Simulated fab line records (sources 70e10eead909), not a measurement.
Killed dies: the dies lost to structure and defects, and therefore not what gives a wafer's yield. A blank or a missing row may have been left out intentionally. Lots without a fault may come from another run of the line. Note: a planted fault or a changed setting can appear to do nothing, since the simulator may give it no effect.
Matching of chambers :: flow nandHarc :: 4 sister chambers for NHARC_A_M0_DESCUM_14 on rieDiel-02
The step chemistry O2, time 3 s. 4 wafers are shown with their chamber, then 10 later ones without.

WAFERS, EACH WITH ITS CHAMBER
wafer: L111.3
chamber: 0
showerheadPlenumPTorr (Torr): 1.82

wafer: L111.6
chamber: 2
showerheadPlenumPTorr (Torr): 2.05

wafer: L110.1
chamber: 1
showerheadPlenumPTorr (Torr): 1.99

wafer: L110.3
chamber: 3
showerheadPlenumPTorr (Torr): 1.91

WAFERS WHOSE CHAMBER IS MISSING
wafer: L110.4
showerheadPlenumPTorr (Torr): 2.05

wafer: L113.1
showerheadPlenumPTorr (Torr): 1.99

wafer: L113.2
showerheadPlenumPTorr (Torr): 1.82

wafer: L113.5
showerheadPlenumPTorr (Torr): 1.82

wafer: L117.1
showerheadPlenumPTorr (Torr): 2.05

wafer: L117.2
showerheadPlenumPTorr (Torr): 1.82

wafer: L117.5
showerheadPlenumPTorr (Torr): 1.90

wafer: L116.1
showerheadPlenumPTorr (Torr): 1.82

wafer: L116.4
showerheadPlenumPTorr (Torr): 1.99

wafer: L116.6
showerheadPlenumPTorr (Torr): 1.82

WHICH CHAMBER EACH WENT THROUGH
wafer: L110.4
from the rows above: 2
in truth: 2

wafer: L113.1
from the rows above: 1
in truth: 1

wafer: L113.2
from the rows above: 0
in truth: 0

wafer: L113.5
from the rows above: 0
in truth: 0

wafer: L117.1
from the rows above: 2
in truth: 2

wafer: L117.2
from the rows above: 0
in truth: 0

wafer: L117.5
from the rows above: 3
in truth: 3

wafer: L116.1
from the rows above: 0
in truth: 0

wafer: L116.4
from the rows above: 1
in truth: 1

wafer: L116.6
from the rows above: 0
in truth: 0
Correctly placed: 10 of 10. Can't be placed from these rows: 0. Number placed wrongly: 0.
How it was worked out, from the rows above alone: a wafer's distance from a chamber is the root of the sum, over the readings, of the square of ((its reading less the chamber's mean) divided by the reading's scatter). The wafer belongs to the nearest chamber; if the next one is less than 2 further off, it can't be placed. The mean given for a chamber averages the wafers shown for that chamber. The scatter: with one shown wafer a chamber, the root of the mean of the squares of how far each hidden wafer lies from its nearest shown one.
